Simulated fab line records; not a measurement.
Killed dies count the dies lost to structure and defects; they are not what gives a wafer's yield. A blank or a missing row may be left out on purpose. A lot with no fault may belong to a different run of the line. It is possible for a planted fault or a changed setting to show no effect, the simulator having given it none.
fab line records | flow n5_finfet
[record] lots = 24 wafers = 72 last_day = 17
route steps=1938 shown BEOL_M1@773 BEOL_M2@841
lots that met no fault: from a run of the same line without faults
start_h: start of the lot's first displayed wafer, in hours after the record's first day | wait_h: how many hours have passed since the lot's step before this one | " same as the row above | L1.1+2: a row that stands for several wafers | - no value, or no start given | * or withheld: withheld | < > ~ a bound
route shown NAME@n: NAME is a module with steps in the file, n the number in the route of the first one | usual: mean/standard deviation taken from wafers without a fault | same: alike in all rows | chamber/n: place in a boat | sites: the reading at each site | _std_site: standard deviation across them | _edge_site: outer sites' mean less inner sites' | radius_mm: for every site, how far away it sits from the centre of the wafer | mask NAME#n: copy n | behind: the last tool/chamber to shape the wafer | hold: why the lot went on hold/how many hours it stayed there/how the hold came to an end | device: the transistor (n, p or np) that didn't switch | end of line: tests run on the same wafers once the route is complete | a step without rows: its recipe alone | killed: not the wafer's yield, but the dies lost to structure and defects at the first sort | map: a wafer's dies, x killed, . not, _ none there
set.NAME: the run value of the setting; set.NAME@STEP: its run value at that earlier step | model.NAME: the simulator's own value behind a step, which no gauge read
steps of the route over a sample of lots; a table a step, a row a wafer
services: when a tool's chamber went out of use (start_h, in hours from the record's first day, below 0 if earlier), for how many hours, and the reason
[[steps]]
[step N5_BEOL_M1_STRIP_66]
[recipe] chemistry = CF4 resist = SiARC power_w = 300 bias_power_w = 75 pressure_mtorr = 50 cf4_flow_sccm = 150 rf_frequency_hz = 6e+07
[usual] bias_power_w = 75.03/0.21 drypump_motor_current_A = 5.7/0.44 oes_product_au = 0.79/0.092 rf_vpp_V = 270.9/1.4 showerhead_plenum_p_Torr = 1.78/0.048 throttle_valve_pct = 13.48/0.18
// columns lot.wafer tool chamber start_h wait_h bias_power_w drypump_motor_current_A oes_product_au rf_hours_counter_h rf_vpp_V showerhead_plenum_p_Torr throttle_valve_pct
L074.4 rie_diel-02 3 121.66 0.0 75.26 5.5 0.70 - 271.7 1.85 13.63
L074.5 " 0 " " 74.60 5.9 0.72 - 272.0 1.77 13.66
L074.6 " 1 " " 75.23 6.0 0.68 - 269.7 1.76 13.89
L075.1 rie_diel-01 3 128.95 0.0 74.89 4.7 0.83 75 270.0 1.74 13.33
L075.3 " 1 " " 74.80 5.8 0.77 134 270.4 1.73 13.32
L075.6 " 3 " " 75.08 4.7 0.83 - 270.2 1.74 13.34
L076.1 rie_diel-02 0 135.69 0.0 75.05 6.0 0.71 206 272.4 1.77 13.66
L076.3 " 3 " " 75.37 5.6 0.70 - 273.7 1.85 13.63
L076.5 " 0 " " 74.70 5.9 0.72 - 271.0 1.77 13.66
L077.1 rie_diel-02 2 142.14 0.0 74.93 6.0 0.97 2 270.7 1.77 13.40
L077.2 " 3 " " 74.91 5.5 0.69 195 271.2 1.85 13.65
L077.5 " 2 " " 75.09 6.0 0.98 - 270.4 1.77 13.40
L078.1 rie_diel-02 0 147.85 0.0 75.05 5.9 0.71 210 270.0 1.77 13.68
L078.3 " 3 " " 75.05 5.6 0.69 197 272.5 1.85 13.65
L078.5 " 0 " " 75.14 5.9 0.71 - 271.0 1.77 13.68
L079.2 rie_diel-02 2 152.65 0.0 75.55 6.0 0.96 5 271.2 1.77 13.40
L079.4 " 0 " " 74.90 5.9 0.71 - 272.0 1.77 13.69
L079.5 " 2 " " 75.15 6.0 0.96 - 270.4 1.77 13.40
L080.1 rie_diel-06 3 152.85 0.0 74.98 5.9 0.85 42 269.6 1.75 13.23
L080.4 " 1 " " 74.94 6.6 0.88 - 273.4 1.89 13.42
L080.6 " 3 " " 75.01 5.9 0.85 - 270.6 1.75 13.22
L081.3 rie_diel-01 3 168.03 0.0 74.93 4.7 0.81 87 270.8 1.74 13.36
L081.4 " 0 " " 74.71 5.7 0.74 145 272.7 1.87 13.73
L081.5 " 3 " " 75.28 4.7 0.82 - 269.2 1.74 13.35
L082.2 rie_diel-01 3 171.99 0.0 75.23 4.6 0.81 88 269.5 1.74 13.37
L082.3 " 1 " " 74.87 5.7 0.75 147 271.7 1.73 13.34
L082.6 " 3 " " 75.44 4.6 0.81 - 268.8 1.74 13.37
L083.3 rie_diel-01 0 179.57 0.0 74.71 5.7 0.74 149 272.4 1.86 13.73
L083.4 " 1 " " 74.91 5.8 0.75 150 268.5 1.73 13.34
L083.5 " 2 " " 74.88 4.9 0.81 - 269.2 1.75 13.32
L084.4 rie_diel-02 1 182.70 0.0 75.20 6.0 0.95 5 269.6 1.75 13.31
L084.5 " 2 " " 75.12 6.0 0.92 - 270.2 1.77 13.45
L084.6 " 3 " " 75.07 5.5 0.68 - 271.1 1.84 13.68
L085.2 rie_diel-02 0 188.64 0.0 74.79 5.9 0.70 224 270.4 1.77 13.72
L085.4 " 2 " " 74.78 6.0 0.92 17 270.8 1.77 13.45
L085.5 " 0 " " 75.22 5.9 0.70 - 270.4 1.77 13.69
L086.1 rie_diel-06 3 192.75 0.0 74.82 5.9 0.83 56 268.0 1.75 13.27
L086.2 " 2 " " 75.10 5.6 0.69 221 270.4 1.77 13.46
L086.6 " 2 " " 74.86 5.6 0.69 - 269.2 1.77 13.46
L087.1 rie_diel-06 1 196.77 0.0 74.81 6.6 0.86 56 272.1 1.88 13.45
L087.2 " 3 " " 74.99 5.9 0.84 58 269.9 1.75 13.30
L087.3 " 0 " " 75.04 5.8 0.93 18 270.8 1.76 13.22
L088.1 rie_diel-06 0 207.87 0.0 74.65 5.8 0.92 21 269.9 1.76 13.24
L088.4 " 2 " " 75.17 5.7 0.69 226 270.5 1.77 13.47
L088.5 " 2 " " 75.29 5.7 0.69 - 270.5 1.77 13.45
L089.1 rie_diel-02 3 212.68 0.0 75.03 5.6 0.68 217 272.4 1.84 13.71
L089.3 " 0 " " 74.64 5.9 0.70 230 270.7 1.77 13.73
L089.6 " 0 " " 75.40 5.9 0.69 - 269.9 1.77 13.72
L090.3 rie_diel-06 0 219.47 0.0 74.97 5.8 0.91 25 271.1 1.76 13.26
L090.4 " 3 " " 75.15 5.9 0.82 - 271.4 1.74 13.27
L090.6 " 0 " " 74.96 5.8 0.91 - 271.7 1.76 13.25
L091.1 rie_diel-06 3 222.98 0.0 75.24 5.9 0.82 67 269.4 1.74 13.30
L091.2 " 0 " " 75.10 5.8 0.91 27 269.3 1.75 13.24
L091.6 " 2 " " 75.06 5.6 0.68 - 269.9 1.76 13.49
L092.1 rie_diel-06 0 230.34 0.0 75.21 5.8 0.89 32 271.0 1.75 13.25
L092.2 " 3 " " 74.80 5.9 0.82 71 269.2 1.74 13.29
L092.3 " 1 " " 75.00 6.7 0.85 64 273.0 1.88 13.48
L093.3 rie_diel-01 2 236.35 0.0 75.06 4.9 0.79 91 269.0 1.75 13.38
L093.4 " 0 " " 74.80 5.7 0.73 - 273.5 1.86 13.76
L093.6 " 2 " " 75.50 4.9 0.78 - 271.2 1.75 13.36
L094.1 rie_diel-01 0 246.18 0.0 74.72 5.8 0.73 169 273.2 1.86 13.77
L094.4 " 1 " " 75.26 5.8 0.73 169 270.9 1.72 13.39
L094.6 " 0 " " 74.79 5.8 0.72 - 271.9 1.86 13.79
L095.1 rie_diel-02 2 252.62 0.0 74.87 6.0 0.88 33 270.3 1.76 13.47
L095.4 " 1 " " 75.27 6.0 0.90 22 271.6 1.75 13.34
L095.5 " 0 " " 75.16 5.9 0.69 - 270.6 1.76 13.74
L097.2 rie_diel-01 1 258.12 0.0 75.09 5.8 0.73 173 268.5 1.72 13.40
L097.3 " 0 " " 75.03 5.7 0.73 173 273.1 1.86 13.77
L097.6 " 3 " " 75.40 4.7 0.79 - 270.6 1.73 13.43
L096.3 rie_diel-02 0 263.68 0.0 75.19 5.9 0.69 244 269.9 1.76 13.78
L096.4 " 1 " " 75.09 6.1 0.89 26 269.9 1.75 13.33
L096.6 " 1 " " 75.10 6.1 0.90 - 271.4 1.75 13.36
[step N5_BEOL_M1_ETCH_70]
[recipe] chemistry = N2/H2 target = SOC target_depth_a = 800 overetch_a = 160 mask_material = SiARC temp_c = 40 time_s = 120 ion_energy_ev = 200 pressure_mtorr = 30 source_w = 840 bias_w = 150 n2_flow_sccm = 200 h2_flow_sccm = 200
[usual] bias_w = 149.9/0.43 drypump_motor_current_A = 5.7/0.53 oes_product_au = 0.62/0.065 rf_vpp_V = 523.3/2.3 showerhead_plenum_p_Torr = 2.52/0.08 temp_c = 39.99/0.11 throttle_valve_pct = 17.69/0.19
// columns lot.wafer tool chamber start_h wait_h bias_w drypump_motor_current_A oes_product_au rf_hours_counter_h rf_vpp_V showerhead_plenum_p_Torr temp_c throttle_valve_pct
L074.4 rie_diel-06 1 124.31 0.0 149.2 6.6 0.70 - 527.7 2.69 39.90 17.76
L074.5 " 2 " " 150.1 5.7 0.55 - 524.1 2.53 40.17 17.63
L074.6 " 3 " " 150.3 5.9 0.68 - 522.6 2.48 40.10 17.50
L075.1 rie_diel-01 0 131.07 0.0 149.7 5.7 0.58 134 527.2 2.66 39.76 18.03
L075.3 " 3 " " 150.3 4.7 0.64 75 520.8 2.47 39.94 17.58
L075.6 " 0 " " 149.1 5.8 0.59 - 527.8 2.66 40.00 18.06
L076.1 rie_diel-06 2 138.42 0.0 150.0 5.7 0.54 209 522.3 2.52 39.88 17.65
L076.3 " 2 " " 149.7 5.6 0.54 - 522.9 2.52 40.06 17.65
L076.5 " 3 " " 148.7 5.9 0.67 - 524.0 2.48 39.92 17.49
L077.1 rie_diel-02 2 143.21 0.0 150.0 6.0 0.76 2 523.4 2.49 39.99 17.64
L077.2 " 0 " " 150.4 5.9 0.55 208 522.6 2.52 40.10 17.86
L077.5 " 3 " " 150.5 5.6 0.53 - 525.7 2.64 39.98 17.94
L078.1 rie_diel-06 0 150.89 0.0 149.7 5.8 0.76 2 521.8 2.49 40.05 17.39
L078.3 " 3 " " 149.9 5.9 0.67 42 520.6 2.48 40.06 17.51
L078.5 " 0 " " 149.9 5.8 0.76 - 525.2 2.49 40.03 17.39
L079.2 rie_diel-01 0 155.19 0.0 150.0 5.7 0.57 142 526.5 2.65 40.11 18.07
L079.4 " 2 " " 149.7 4.9 0.63 67 521.5 2.48 40.08 17.61
L079.5 " 2 " " 150.0 4.9 0.63 - 522.1 2.48 40.14 17.61
L080.1 rie_diel-01 3 159.89 0.0 150.3 4.7 0.63 85 522.0 2.47 39.83 17.59
L080.4 " 0 " " 149.6 5.8 0.58 143 526.1 2.65 40.14 18.09
L080.6 " 2 " " 150.1 5.0 0.63 - 522.4 2.48 39.85 17.62
L081.3 rie_diel-02 2 170.44 0.0 149.6 6.0 0.73 12 523.7 2.49 40.12 17.65
L081.4 " 3 " " 149.8 5.6 0.53 204 526.1 2.63 40.09 17.95
L081.5 " 0 " " 150.9 5.9 0.54 - 523.3 2.51 40.02 17.88
L082.2 rie_diel-01 2 174.43 0.0 150.3 4.9 0.63 72 522.2 2.48 40.07 17.64
L082.3 " 3 " " 150.7 4.7 0.63 89 521.6 2.47 40.05 17.61
L082.6 " 3 " " 151.0 4.7 0.63 - 522.7 2.47 40.06 17.59
L083.3 rie_diel-01 0 191.07 0.0 149.7 5.8 0.57 150 526.9 2.65 40.22 18.09
L083.4 " 2 " " 150.6 5.0 0.62 75 521.9 2.48 40.06 17.62
L083.5 " 2 " " 149.8 5.0 0.62 - 522.1 2.48 40.01 17.63
L084.4 rie_diel-02 2 191.54 0.0 149.9 6.0 0.72 17 522.2 2.49 39.98 17.67
L084.5 " 1 " " 150.5 6.1 0.73 - 522.3 2.49 39.98 17.53
L084.6 " 0 " " 150.1 5.9 0.55 - 521.8 2.51 39.96 17.88
L085.2 rie_diel-02 3 195.96 0.0 149.3 5.6 0.53 212 525.4 2.63 39.90 17.95
L085.4 " 1 " " 150.8 6.1 0.74 8 521.9 2.49 39.96 17.56
L085.5 " 2 " " 149.4 6.0 0.71 - 522.3 2.49 40.06 17.67
L086.1 rie_diel-06 1 196.10 0.0 150.0 6.6 0.66 56 527.2 2.68 40.07 17.77
L086.2 " 0 " " 150.2 5.8 0.72 18 521.3 2.49 39.85 17.41
L086.6 " 1 " " 149.3 6.6 0.67 - 527.2 2.68 39.91 17.81
L087.1 rie_diel-01 3 198.86 0.0 150.1 4.7 0.62 96 521.1 2.47 39.91 17.63
L087.2 " 2 " " 150.4 4.9 0.61 78 521.8 2.47 40.07 17.63
L087.3 " 0 " " 149.9 5.7 0.57 153 526.7 2.65 39.73 18.09
L088.1 rie_diel-01 2 214.44 0.0 150.4 4.9 0.62 82 522.5 2.47 39.78 17.64
L088.4 " 3 " " 149.7 4.7 0.62 100 522.1 2.46 39.97 17.62
L088.5 " 1 " " 150.3 5.8 0.58 - 520.5 2.44 39.90 17.54
L089.1 rie_diel-01 2 218.46 0.0 150.0 4.9 0.61 83 522.0 2.47 39.96 17.63
L089.3 " 0 " " 149.4 5.8 0.57 159 528.4 2.65 39.85 18.10
L089.6 " 1 " " 149.5 5.8 0.57 - 521.6 2.44 40.12 17.55
L090.3 rie_diel-06 2 226.12 0.0 149.3 5.7 0.53 234 522.6 2.51 40.12 17.68
L090.4 " 3 " " 150.0 5.9 0.63 69 521.0 2.47 40.11 17.58
L090.6 " 1 " " 149.8 6.6 0.66 - 527.5 2.68 39.96 17.80
L091.1 rie_diel-06 2 227.56 0.0 150.4 5.7 0.53 235 522.8 2.51 40.11 17.69
L091.2 " 1 " " 150.1 6.7 0.66 62 526.8 2.68 40.00 17.81
L091.6 " 0 " " 149.7 5.8 0.70 - 522.1 2.48 40.08 17.46
L092.1 rie_diel-01 0 245.17 0.0 150.4 5.7 0.56 169 526.3 2.64 40.04 18.12
L092.2 " 2 " " 149.4 5.0 0.61 93 521.9 2.47 40.04 17.67
L092.3 " 1 " " 149.3 5.8 0.57 169 522.1 2.43 39.81 17.58
L093.3 rie_diel-02 0 248.09 0.0 149.8 6.0 0.54 237 522.6 2.51 40.03 17.89
L093.4 " 2 " " 150.0 6.0 0.69 31 522.1 2.48 39.86 17.70
L093.6 " 1 " " 150.2 6.1 0.70 - 523.3 2.48 40.33 17.56
L094.1 rie_diel-06 2 248.22 0.0 150.2 5.7 0.53 241 521.8 2.51 40.04 17.69
L094.4 " 3 " " 149.5 5.9 0.63 76 521.5 2.46 39.89 17.58
L094.6 " 1 " " 150.2 6.6 0.66 - 528.9 2.68 39.90 17.82
L095.1 rie_diel-01 1 253.84 0.0 150.1 5.7 0.56 172 519.7 2.43 39.89 17.57
L095.4 " 2 " " 150.1 5.0 0.60 97 521.6 2.47 39.76 17.66
L095.5 " 2 " " 150.6 4.9 0.61 - 524.6 2.47 39.85 17.65
L097.2 rie_diel-02 2 262.91 0.0 150.5 6.0 0.69 36 522.2 2.48 39.96 17.70
L097.3 " 0 " " 150.0 6.0 0.54 243 523.1 2.50 39.97 17.93
L097.6 " 2 " " 149.9 6.0 0.69 - 523.1 2.48 39.90 17.69
L096.3 rie_diel-06 3 271.27 0.0 150.2 5.9 0.63 83 522.0 2.46 39.74 17.58
L096.4 " 0 " " 149.6 5.8 0.67 43 523.1 2.48 39.80 17.45
L096.6 " 0 " " 150.1 5.8 0.69 - 521.5 2.48 39.82 17.47
[step N5_BEOL_M1_SPUTTER_79]
[recipe] material = Cu target_thk_a = 45 temp_c = -20 chamber_pressure_pa = 0.07 power_w = withheld time_s = 8.29
[usual] chuck_gas_flow_sccm = 1.27/0.055 throttle_valve_pct = 30.1/0.92
// columns lot.wafer tool chamber start_h wait_h chuck_gas_flow_sccm throttle_valve_pct
L074.4 pvd_sputter-01 - 125.82 0.1 1.23 30.2
L074.5 " - " " 1.27 30.9
L074.6 " - " " 1.31 29.9
L075.1 pvd_sputter-02 - 132.44 0.1 1.31 29.0
L075.3 " - " " 1.34 29.2
L075.6 " - " " 1.29 29.0
L076.1 pvd_sputter-03 - 141.92 0.1 1.35 29.8
L076.3 " - " " 1.26 31.8
L076.5 " - " " 1.38 29.7
L077.1 pvd_sputter-03 - 145.01 0.1 1.32 32.0
L077.2 " - " " 1.25 29.1
L077.5 " - " " 1.30 29.8
L078.1 pvd_sputter-03 - 153.00 0.1 1.22 31.7
L078.3 " - " " 1.28 30.1
L078.5 " - " " 1.23 30.1
L079.2 pvd_sputter-03 - 156.77 0.1 1.29 30.0
L079.4 " - " " 1.18 29.1
L079.5 " - " " 1.09 29.2
L080.1 pvd_sputter-01 - 162.06 0.1 1.28 29.8
L080.4 " - " " 1.38 29.9
L080.6 " - " " 1.22 29.9
L081.3 pvd_sputter-01 - 172.18 0.1 1.22 29.7
L081.4 " - " " 1.18 30.0
L081.5 " - " " 1.26 30.9
L082.2 pvd_sputter-01 - 176.82 0.1 1.22 31.8
L082.3 " - " " 1.27 29.8
L082.6 " - " " 1.33 31.9
L083.3 pvd_sputter-03 - 192.93 0.1 1.23 31.7
L083.4 " - " " 1.34 29.9
L083.5 " - " " 1.26 29.5
L084.4 pvd_sputter-01 - 194.44 0.1 1.20 30.8
L084.5 " - " " 1.24 30.8
L084.6 " - " " 1.29 30.2
L085.2 pvd_sputter-03 - 197.45 0.1 1.23 30.1
L085.4 " - " " 1.24 29.3
L085.5 " - " " 1.25 31.7
L086.1 pvd_sputter-02 - 198.97 0.1 1.27 28.9
L086.2 " - " " 1.22 29.9
L086.6 " - " " 1.26 29.7
L087.1 pvd_sputter-01 - 200.66 0.1 1.36 32.2
L087.2 " - " " 1.26 30.8
L087.3 " - " " 1.32 30.0
L088.1 pvd_sputter-01 - 216.33 0.1 1.27 30.6
L088.4 " - " " 1.27 30.1
L088.5 " - " " 1.29 31.7
L089.1 pvd_sputter-02 - 220.92 0.1 1.29 29.0
L089.3 " - " " 1.26 29.0
L089.6 " - " " 1.30 29.7
L090.3 pvd_sputter-03 - 227.81 0.1 1.18 30.1
L090.4 " - " " 1.32 29.2
L090.6 " - " " 1.28 31.7
L091.1 pvd_sputter-03 - 229.93 0.1 1.26 30.3
L091.2 " - " " 1.30 31.8
L091.6 " - " " 1.25 29.3
L092.1 pvd_sputter-03 - 246.89 0.1 1.25 29.2
L092.2 " - " " 1.34 29.7
L092.3 " - " " 1.28 30.2
L093.3 pvd_sputter-01 - 250.00 0.1 1.31 32.0
L093.4 " - " " 1.21 30.9
L093.6 " - " " 1.22 30.2
L094.1 pvd_sputter-02 - 251.49 0.1 1.26 29.8
L094.4 " - " " 1.24 29.1
L094.6 " - " " 1.18 29.4
L095.1 pvd_sputter-02 - 255.22 0.1 1.27 29.1
L095.4 " - " " 1.23 29.0
L095.5 " - " " 1.26 28.9
L097.2 pvd_sputter-03 - 265.87 0.1 1.32 29.4
L097.3 " - " " 1.24 31.6
L097.6 " - " " 1.25 30.3
L096.3 pvd_sputter-01 - 274.06 0.1 1.20 30.7
L096.4 " - " " 1.29 29.8
L096.6 " - " " 1.22 31.9
[step N5_BEOL_M1_SPUTTER_96]
[recipe] material = Cu target_thk_a = 45 temp_c = -20 chamber_pressure_pa = 0.07 power_w = withheld time_s = 8.29
[usual] chuck_gas_flow_sccm = 1.26/0.05 throttle_valve_pct = 30.1/0.88
// columns lot.wafer tool chamber start_h wait_h chuck_gas_flow_sccm throttle_valve_pct
L074.4 pvd_sputter-01 - 127.36 0.1 1.21 29.7
L074.5 " - " " 1.26 30.8
L074.6 " - " " 1.27 29.8
L075.1 pvd_sputter-02 - 133.98 0.1 1.27 29.1
L075.3 " - " " 1.23 29.0
L075.6 " - " " 1.30 29.1
L076.1 pvd_sputter-03 - 143.46 0.1 1.27 29.7
L076.3 " - " " 1.20 31.6
L076.5 " - " " 1.30 29.7
L077.1 pvd_sputter-03 - 146.55 0.1 1.20 31.7
L077.2 " - " " 1.24 29.4
L077.5 " - " " 1.33 29.5
L078.1 pvd_sputter-03 - 154.54 0.1 1.18 31.6
L078.3 " - " " 1.28 30.0
L078.5 " - " " 1.26 30.1
L079.2 pvd_sputter-03 - 158.31 0.1 1.32 29.8
L079.4 " - " " 1.17 29.1
L079.5 " - " " 1.30 29.2
L080.1 pvd_sputter-01 - 163.60 0.1 1.28 29.8
L080.4 " - " " 1.28 30.1
L080.6 " - " " 1.26 29.8
L081.3 pvd_sputter-01 - 173.72 0.1 1.29 29.8
L081.4 " - " " 1.29 30.3
L081.5 " - " " 1.22 30.7
L082.2 pvd_sputter-01 - 178.36 0.1 1.31 31.6
L082.3 " - " " 1.28 30.2
L082.6 " - " " 1.30 31.9
L083.3 pvd_sputter-03 - 194.47 0.1 1.33 31.8
L083.4 " - " " 1.32 30.0
L083.5 " - " " 1.23 29.9
L084.4 pvd_sputter-01 - 195.98 0.1 1.32 30.6
L084.5 " - " " 1.29 30.4
L084.6 " - " " 1.28 30.0
L085.2 pvd_sputter-03 - 198.99 0.1 1.23 30.0
L085.4 " - " " 1.16 29.3
L085.5 " - " " 1.22 31.8
L086.1 pvd_sputter-02 - 200.51 0.1 1.31 29.1
L086.2 " - " " 1.25 30.1
L086.6 " - " " 1.32 29.9
L087.1 pvd_sputter-01 - 202.20 0.1 1.26 31.9
L087.2 " - " " 1.15 30.8
L087.3 " - " " 1.14 30.2
L088.1 pvd_sputter-01 - 217.87 0.1 1.26 30.7
L088.4 " - " " 1.17 30.0
L088.5 " - " " 1.30 32.0
L089.1 pvd_sputter-02 - 222.46 0.1 1.28 28.9
L089.3 " - " " 1.30 29.3
L089.6 " - " " 1.32 30.1
L090.3 pvd_sputter-03 - 229.35 0.1 1.35 29.9
L090.4 " - " " 1.14 29.2
L090.6 " - " " 1.33 31.6
L091.1 pvd_sputter-03 - 231.47 0.1 1.25 30.3
L091.2 " - " " 1.16 31.7
L091.6 " - " " 1.29 28.8
L092.1 pvd_sputter-03 - 248.43 0.1 1.26 29.2
L092.2 " - " " 1.28 29.9
L092.3 " - " " 1.26 29.9
L093.3 pvd_sputter-01 - 251.54 0.1 1.25 31.6
L093.4 " - " " 1.24 30.8
L093.6 " - " " 1.24 30.0
L094.1 pvd_sputter-02 - 253.03 0.1 1.31 29.9
L094.4 " - " " 1.28 29.3
L094.6 " - " " 1.25 29.2
L095.1 pvd_sputter-02 - 256.76 0.1 1.30 28.9
L095.4 " - " " 1.27 29.1
L095.5 " - " " 1.28 28.6
L097.2 pvd_sputter-03 - 267.41 0.1 1.31 29.0
L097.3 " - " " 1.19 31.9
L097.6 " - " " 1.26 30.3
L096.3 pvd_sputter-01 - 275.60 0.1 1.23 30.8
L096.4 " - " " 1.21 30.1
L096.6 " - " " 1.25 32.0
[step N5_BEOL_M1_THK_MEAS_53]
[recipe] thk_meas_gauge = xrf reads = Cu_of_BEOL_M1_ECD_50
[usual] M1_THK = 39.9/1.5
// columns lot.wafer tool chamber start_h wait_h M1_THK[nm]
L074.4 film_metro-02 - 128.15 - 41.8
L074.5 " - " " 42.7
L074.6 " - " " 41.5
L075.1 film_metro-01 - 135.03 - 38.8
L075.3 " - " " 40.5
L075.6 " - " " 41.3
L076.1 film_metro-02 - 144.40 - 38.3
L076.3 " - " " 39.5
L076.5 " - " " 41.0
L077.1 film_metro-02 - 147.33 - 37.3
L077.2 " - " " 38.4
L077.5 " - " " 40.4
L078.1 film_metro-02 - 155.70 - 37.5
L078.3 " - " " 37.6
L078.5 " - " " 40.2
L079.2 film_metro-01 - 159.10 - 40.9
L079.4 " - " " 42.6
L079.5 " - " " 40.4
L080.1 film_metro-02 - 164.40 - 39.9
L080.4 " - " " 40.6
L080.6 " - " " 40.5
L081.3 film_metro-01 - 174.51 - 39.9
L081.4 " - " " 40.8
L081.5 " - " " 40.2
L082.2 film_metro-01 - 179.15 - 41.3
L082.3 " - " " 40.4
L082.6 " - " " 42.3
L083.3 film_metro-02 - 195.26 - 41.9
L083.4 " - " " 40.9
L083.5 " - " " 40.9
L084.4 film_metro-01 - 196.77 - 42.3
L084.5 " - " " 42.3
L084.6 " - " " 41.9
L085.2 film_metro-01 - 199.80 - 39.8
L085.4 " - " " 40.6
L085.5 " - " " 40.5
L086.1 film_metro-01 - 201.46 - 37.8
L086.2 " - " " 40.6
L086.6 " - " " 40.4
L087.1 film_metro-01 - 202.99 - 38.7
L087.2 " - " " 39.0
L087.3 " - " " 39.3
L088.1 film_metro-02 - 218.78 - 40.0
L088.4 " - " " 41.3
L088.5 " - " " 41.9
L089.1 film_metro-02 - 223.26 - 39.3
L089.3 " - " " 40.2
L089.6 " - " " 40.3
L090.3 film_metro-02 - 230.14 - 38.8
L090.4 " - " " 38.3
L090.6 " - " " 39.3
L091.1 film_metro-01 - 232.26 - 41.7
L091.2 " - " " 38.6
L091.6 " - " " 41.7
L092.1 film_metro-02 - 249.83 - 39.8
L092.2 " - " " 37.8
L092.3 " - " " 38.6
L093.3 film_metro-02 - 252.32 - 35.5
L093.4 " - " " 36.3
L093.6 " - " " 39.2
L094.1 film_metro-02 - 253.92 - 39.8
L094.4 " - " " 39.0
L094.6 " - " " 39.9
L095.1 film_metro-01 - 257.55 - 39.4
L095.4 " - " " 40.3
L095.5 " - " " 38.2
L097.2 film_metro-02 - 268.20 - 37.3
L097.3 " - " " 39.6
L097.6 " - " " 40.7
L096.3 film_metro-02 - 276.40 - 39.2
L096.4 " - " " 39.7
L096.6 " - " " 38.4
[step N5_BEOL_M2_ILD_DEP_00]
[recipe] material = SiOC target_thk_a = 790 temp_c = 350 precursor = DEMS/O2 pressure_torr = 5 rf_w = 500 time_s = 15.3
[usual] heater_power_w = 449/41 showerhead_plenum_p_Torr = 5.692/0.015 throttle_valve_pct = 12.1/0.7
// columns lot.wafer tool chamber start_h wait_h heater_power_w showerhead_plenum_p_Torr throttle_valve_pct
L074.4 pecvd-01 2 128.55 0.1 435 5.696 11.9
L074.5 " 0 " " 399 5.700 12.0
L074.6 " 1 " " 536 5.691 13.3
L075.1 pecvd-03 1 135.44 0.0 455 5.694 11.6
L075.3 " 2 " " 541 5.654 11.4
L075.6 " 2 " " 550 5.665 11.5
L076.1 pecvd-02 0 144.73 0.0 397 5.687 12.5
L076.3 " 1 " " 399 5.705 13.1
L076.5 " 2 " " 427 5.680 11.9
L077.1 pecvd-02 1 147.66 0.0 458 5.691 13.2
L077.2 " 2 " " 413 5.679 12.0
L077.5 " 1 " " 459 5.692 13.0
L078.1 pecvd-02 1 156.02 0.0 461 5.693 13.2
L078.3 " 0 " " 462 5.689 12.8
L078.5 " 0 " " 466 5.670 12.8
L079.2 pecvd-03 1 159.42 0.0 413 5.691 12.1
L079.4 " 2 " " 553 5.665 11.5
L079.5 " 0 " " 469 5.700 11.4
L080.1 pecvd-01 0 164.72 0.0 445 5.722 12.3
L080.4 " 0 " " 446 5.709 12.1
L080.6 " 1 " " 537 5.705 13.2
L081.3 pecvd-03 0 174.86 0.0 412 5.695 11.4
L081.4 " 2 " " 497 5.692 11.6
L081.5 " 1 " " 424 5.687 11.7
L082.2 pecvd-03 2 179.47 0.0 531 5.671 11.5
L082.3 " 1 " " 437 5.673 12.0
L082.6 " 1 " " 441 5.683 11.6
L083.3 pecvd-01 1 195.58 0.0 456 5.697 13.3
L083.4 " 0 " " 427 5.700 12.2
L083.5 " 2 " " 383 5.692 11.9
L084.4 pecvd-02 0 197.14 0.1 445 5.681 12.3
L084.5 " 2 " " 395 5.673 12.0
L084.6 " 1 " " 422 5.700 13.1
L085.2 pecvd-03 0 200.12 0.0 445 5.703 11.6
L085.4 " 1 " " 483 5.698 11.6
L085.5 " 1 " " 501 5.682 11.8
L086.1 pecvd-02 0 201.78 0.0 412 5.675 12.7
L086.2 " 2 " " 433 5.679 12.2
L086.6 " 1 " " 449 5.688 13.1
L087.1 pecvd-03 1 203.31 0.0 508 5.696 12.0
L087.2 " 0 " " 507 5.709 11.2
L087.3 " 0 " " 498 5.707 11.3
L088.1 pecvd-01 0 219.13 0.0 405 5.697 12.1
L088.4 " 0 " " 411 5.720 12.3
L088.5 " 2 " " 424 5.688 12.0
L089.1 pecvd-03 1 223.59 0.0 464 5.682 11.9
L089.3 " 0 " " 512 5.692 11.3
L089.6 " 0 " " 508 5.708 11.6
L090.3 pecvd-01 0 230.46 0.0 461 5.725 12.2
L090.4 " 0 " " 454 5.720 11.8
L090.6 " 1 " " 451 5.700 12.7
L091.1 pecvd-02 0 232.58 0.0 428 5.679 12.6
L091.2 " 1 " " 424 5.713 13.2
L091.6 " 1 " " 438 5.697 13.3
L092.1 pecvd-03 1 250.27 0.0 485 5.694 11.9
L092.2 " 0 " " 487 5.706 11.2
L092.3 " 2 " " 471 5.673 10.6
L093.3 pecvd-01 2 252.65 0.0 363 5.684 11.9
L093.4 " 1 " " 411 5.695 12.8
L093.6 " 2 " " 366 5.703 12.4
L094.1 pecvd-02 1 254.27 0.0 431 5.705 13.4
L094.4 " 2 " " 454 5.669 12.0
L094.6 " 1 " " 426 5.692 13.3
L095.1 pecvd-02 0 257.88 0.0 431 5.679 12.6
L095.4 " 2 " " 429 5.682 12.1
L095.5 " 0 " " 447 5.666 12.7
L097.2 pecvd-03 2 268.52 0.0 492 5.678 10.5
L097.3 " 0 " " 474 5.699 11.7
L097.6 " 2 " " 482 5.689 10.6
L096.3 pecvd-01 2 276.86 0.0 434 5.683 12.4
L096.4 " 2 " " 442 5.694 12.2
L096.6 " 1 " " 437 5.699 13.1
[[services]]
// columns tool chamber start_h hours kind
pecvd-03 0 98.50 6.5 repair
rie_diel-01 3 103.31 18.9 repair
rie_diel-02 2 105.26 7.6 repair
pvd_sputter-02 - 106.02 18.2 repair
rie_diel-02 2 112.90 - clean
rie_diel-02 2 112.90 - consumable_replace:focus_ring
rie_diel-02 2 112.90 18.0 scheduled_down
rie_diel-02 2 112.90 18.0 vent_cycle
rie_diel-06 0 115.84 5.3 repair
pecvd-03 - 126.99 0.5 repair
rie_diel-06 1 128.14 16.7 repair
rie_diel-02 1 131.21 - clean
pvd_sputter-03 - 131.77 0.5 repair
rie_diel-02 2 132.32 6.3 repair
pvd_sputter-03 - 135.06 2.9 repair
rie_diel-06 2 142.69 23.3 repair
pecvd-01 - 166.23 6.0 pm
pecvd-01 - 176.61 1.2 repair
pecvd-03 2 198.64 13.5 repair
rie_diel-02 - 215.56 14.6 pm
rie_diel-01 - 231.04 0.4 repair
pecvd-02 - 274.24 0.2 repair
pecvd-02 - 274.66 5.5 pm
rie_diel-06 - 276.05 14.6 pm
[[key]]
fault none
